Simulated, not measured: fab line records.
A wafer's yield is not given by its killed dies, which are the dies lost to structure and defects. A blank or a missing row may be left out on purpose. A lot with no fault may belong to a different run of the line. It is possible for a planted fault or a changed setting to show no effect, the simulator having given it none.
Split-lot trial ; flow n5_finfet ; on a route of 1938 steps: 7 lots, 21 wafers read

== THE SPLIT ITSELF ==
At N5_BEOL_M9_ETCH_62 (etches SOC in N2/H2, target depth 110 nm, overetch 22 nm, time 165 s), the setting source_w was moved away from the recipe's 840 W on 6 of the 21 wafers read, by -8.8% to +17.5%. For the rest of the wafers, this setting stayed at what the recipe calls for.

Reading taken at the split's own step.

== THE READING ==
rf_vpp_V, in V, at N5_BEOL_M9_ETCH_62 (etches SOC in N2/H2, target depth 110 nm, overetch 22 nm, time 165 s). Typical for fault-free wafers on this fab line: 524.9 V, with standard deviation 2 V.

wafer;tool, chamber at the split;source_w as run, W;against the recipe;rf_vpp_V, V;against lot-mates on the recipe
L074.2;rie_diel-01, 3;927.6;+10.4%;505.3;-19.0
L074.3;rie_diel-01, 2;840;recipe;525.1;-
L074.4;rie_diel-01, 0;840;recipe;523.5;-
L075.3;rie_diel-01, 2;840;recipe;526.3;-
L075.4;rie_diel-01, 2;840;recipe;526.3;-
L075.5;rie_diel-01, 3;840;recipe;523.1;-
L076.2;rie_diel-03, 1;987.1;+17.5%;499.2;-27.5
L076.5;rie_diel-03, 1;840;recipe;526.7;-
L076.6;rie_diel-03, 2;987.1;+17.5%;494.8;-31.9
L087.1;rie_diel-01, 2;911.4;+8.5%;512.6;-13.1
L087.2;rie_diel-01, 0;840;recipe;524.7;-
L087.4;rie_diel-01, 1;840;recipe;526.7;-
L093.2;rie_diel-02, 3;840;recipe;529.1;-
L093.3;rie_diel-02, 1;766.4;-8.8%;539.6;+14.1
L093.4;rie_diel-02, 2;840;recipe;521.8;-
L094.1;rie_diel-03, 3;906.7;+7.9%;513.9;-10.5
L094.2;rie_diel-03, 1;840;recipe;524.2;-
L094.5;rie_diel-03, 0;840;recipe;524.6;-
L095.3;rie_diel-03, 3;840;recipe;525.0;-
L095.4;rie_diel-03, 0;840;recipe;525.1;-
L095.5;rie_diel-03, 1;840;recipe;526.9;-

THE FIT
A straight line over all 21 wafers: rf_vpp_V changes by -1.63 V for each +1% of source_w; r = -0.98; the points scatter about the line by 1.9 V.
The same after taking each lot's own level away (the mean of its wafers on the recipe; 21 wafers): -1.67 V for each +1%; r = -0.99; scatter 1.8 V.
On that fit, the largest move of source_w shifts the reading by 29 V.
The span of the lots' own levels, 524.30 to 526.70 V, comes to 1.2 times the standard deviation stated above.
The two slopes are in agreement: the lot-to-lot level therefore moves the slope only a little.
Check: with one of the wafers moved furthest among these (+17.5%) left out of the fit, the line predicts -30 V for it against its lot-mates. It came out at -27.5 V against them.
Tool readings at the split's step, against how far the setting was moved: rf_vpp_V r = -0.98.

== OTHER SPLITS APPLIED TO THESE WAFERS ==
These wafers also went through other splits before the reading. Each is held against what the fit with the lots' levels taken away leaves over:
other split on the same wafers;wafers away from the commonest value;r with rf_vpp_V (lot level and that fit taken away)
N5_BEOL_M7_EXPOSE_25 dose_mj;9;+0.12
N5_BEOL_M8_TRENCH_ETCH_37 time_s;7;-0.15
N5_BEOL_M9_EXPOSE_08 dose_mj;8;+0.06

== FILE'S OWN FIT ==
rf_vpp_V changes by -1.65 V for each +1% of source_w, r = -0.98.
